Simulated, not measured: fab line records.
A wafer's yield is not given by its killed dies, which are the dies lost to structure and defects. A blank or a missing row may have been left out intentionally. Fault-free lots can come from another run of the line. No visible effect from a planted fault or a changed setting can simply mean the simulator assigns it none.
8D (eight disciplines) problem report, filled in by code -- flow n5 finfet -- the parts of the form that need people (team, actions taken, sign-off) are left out

== 1. PROBLEM STATEMENT ==
Mean M6_ILD_THK at N5_BEOL_M6_THK_MEAS_01: 122.2 nm over 2 wafers in 2 lots; fault-free wafers: 155.2 nm, standard deviation 2. Relative to the usual mean, that is a shift of -16 standard deviations.
First seen on wafer L484.5, day 11 15:29, on film metro-01. At this step, 33 wafers from 11 lots have a number in the record. Rule for "out" (also "out of limits"): further than 4 standard deviations from the usual mean. The rest of the wafers with a number are treated as sound.

== 2. WHAT THIS IS AND IS NOT ==
question,is,is not
which readings at this step,M6_ILD_THK,-
which lots,"L484, L488","L475, L479, L481, L483, L485, L493, L494, L497, L498"
which wafers of those lots,"L484.5, L488.3","L484.2, L484.6, L488.2, L488.6"
read on which gauges,film metro-01,film metro-02
when,from day 11 15:29,"up to then (17 sound wafers); but 14 sound wafers of L488, L493, L494, L497, L498 came after"

== 3. SUSPECTS, AND WHAT RULES EACH OUT ==
Counting: any tool at a process step up to the reading remains a suspect provided it ran every lot that is out. Sound lots after the first of them don't rule it out here, since some wafers of a struck lot are sound.
- the gauge at N5_BEOL_M6_THK_MEAS_01: kept. All the wafers that are out were read on film metro-01, and no step on other tools shows them out.
- pecvd-01 at N5_BEOL_M6_ILD_DEP_00 (deposits SiCOH lowk from DEMS/porogen, target thk 179.75 nm, time 33.4 s): kept. It ran every lot that is out, first L484 (day 11 14:54); its last sound lot up to then is L479 (day 10 06:25).
- uv cure-02 at N5_BEOL_M6_CURE_74 (cures SiCOH lowk, time 240 s): kept. It ran every lot that is out, first L484 (day 11 15:02).
Left after counting: pecvd-01 at N5_BEOL_M6_ILD_DEP_00, uv cure-02 at N5_BEOL_M6_CURE_74, film metro-01 at N5_BEOL_M6_THK_MEAS_01.

== 4. THE CAUSE (what the simulator had put in) ==
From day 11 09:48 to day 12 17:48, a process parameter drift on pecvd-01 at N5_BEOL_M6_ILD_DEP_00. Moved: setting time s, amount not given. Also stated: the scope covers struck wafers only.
Counting left 3 suspects, and this tool is among them.

== 5. THE EFFECT CHAIN, in route order ==
Rows list readings where the struck wafers' mean (over those with a number) sits beyond 3 standard deviations from the usual. Readings are gone through only where the record gives a usual standard deviation; hours: the median, over the lots, of the time from a lot's start at the first step in this table giving one to that lot's start at this step; sigmas: the change measured in usual standard deviations.
hours,step,reading,usual,on struck wafers,change,sigmas
0,N5_BEOL_M6_THK_MEAS_01,M6_ILD_THK,155.2 nm,122.2,-32.9,-16

== 6. HOW IT WOULD HAVE BEEN CAUGHT EARLIER ==
The first out-of-limits reading at a measuring or inspecting step in this record came at day 11 15:29, 6 hours after the fault's start at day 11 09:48.
An alarm limit of 4 standard deviations would not have fired on the tool readings at N5_BEOL_M6_ILD_DEP_00 for which the record gives a usual standard deviation, since none of them was out on any struck wafer.
Of the lots that are out (2), L488 began N5_BEOL_M6_ILD_DEP_00 on pecvd-01 after day 11 15:29. Had the tool been put on hold then, it would have been spared.
